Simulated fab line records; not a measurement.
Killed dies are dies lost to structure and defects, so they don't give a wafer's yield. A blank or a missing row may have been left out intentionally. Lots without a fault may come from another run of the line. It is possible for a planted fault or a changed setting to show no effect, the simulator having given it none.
Chamber matching || flow n5 finfet || N5_BEOL_M9_STRIP_19 on rie diel-03 has 4 sister chambers
The step strips in O2. 4 wafers are shown with their chamber, then 9 later ones without.

WAFERS PAIRED WITH THEIR CHAMBERS
{"wafer": "L087.3", "chamber": 1, "showerhead plenum p Torr (Torr)": 2.13}
{"wafer": "L088.1", "chamber": 0, "showerhead plenum p Torr (Torr)": 2.15}
{"wafer": "L088.3", "chamber": 3, "showerhead plenum p Torr (Torr)": 2.17}
{"wafer": "L088.4", "chamber": 2, "showerhead plenum p Torr (Torr)": 2.07}

WAFERS WITH NO CHAMBER GIVEN
{"wafer": "L093.2", "showerhead plenum p Torr (Torr)": 2.15}
{"wafer": "L093.4", "showerhead plenum p Torr (Torr)": 2.17}
{"wafer": "L093.6", "showerhead plenum p Torr (Torr)": 2.15}
{"wafer": "L091.3", "showerhead plenum p Torr (Torr)": 2.06}
{"wafer": "L091.5", "showerhead plenum p Torr (Torr)": 2.17}
{"wafer": "L091.6", "showerhead plenum p Torr (Torr)": 2.06}
{"wafer": "L095.1", "showerhead plenum p Torr (Torr)": 2.13}
{"wafer": "L095.3", "showerhead plenum p Torr (Torr)": 2.06}
{"wafer": "L095.6", "showerhead plenum p Torr (Torr)": 2.15}

WHICH CHAMBER EACH WENT THROUGH
{"wafer": "L093.2", "from the rows above": 0, "in truth": 0}
{"wafer": "L093.4", "from the rows above": 3, "in truth": 3}
{"wafer": "L093.6", "from the rows above": 0, "in truth": 0}
{"wafer": "L091.3", "from the rows above": 2, "in truth": 2}
{"wafer": "L091.5", "from the rows above": 3, "in truth": 3}
{"wafer": "L091.6", "from the rows above": 2, "in truth": 2}
{"wafer": "L095.1", "from the rows above": 1, "in truth": 1}
{"wafer": "L095.3", "from the rows above": 2, "in truth": 2}
{"wafer": "L095.6", "from the rows above": 0, "in truth": 0}
Correctly placed: 9 of 9. Can't be placed from these rows: 0. Placed wrongly: 0.
How it was worked out, from the rows above alone: a wafer's distance from a chamber is the root of the sum, over the readings, of the square of ((its reading less the chamber's mean) divided by the reading's scatter). The wafer belongs to the nearest chamber; if the next one is less than 2 further off, it can't be placed. Each chamber's mean is taken over the wafers shown for it. The scatter: with one shown wafer a chamber, the root of the mean of the squares of how far each hidden wafer lies from its nearest shown one.
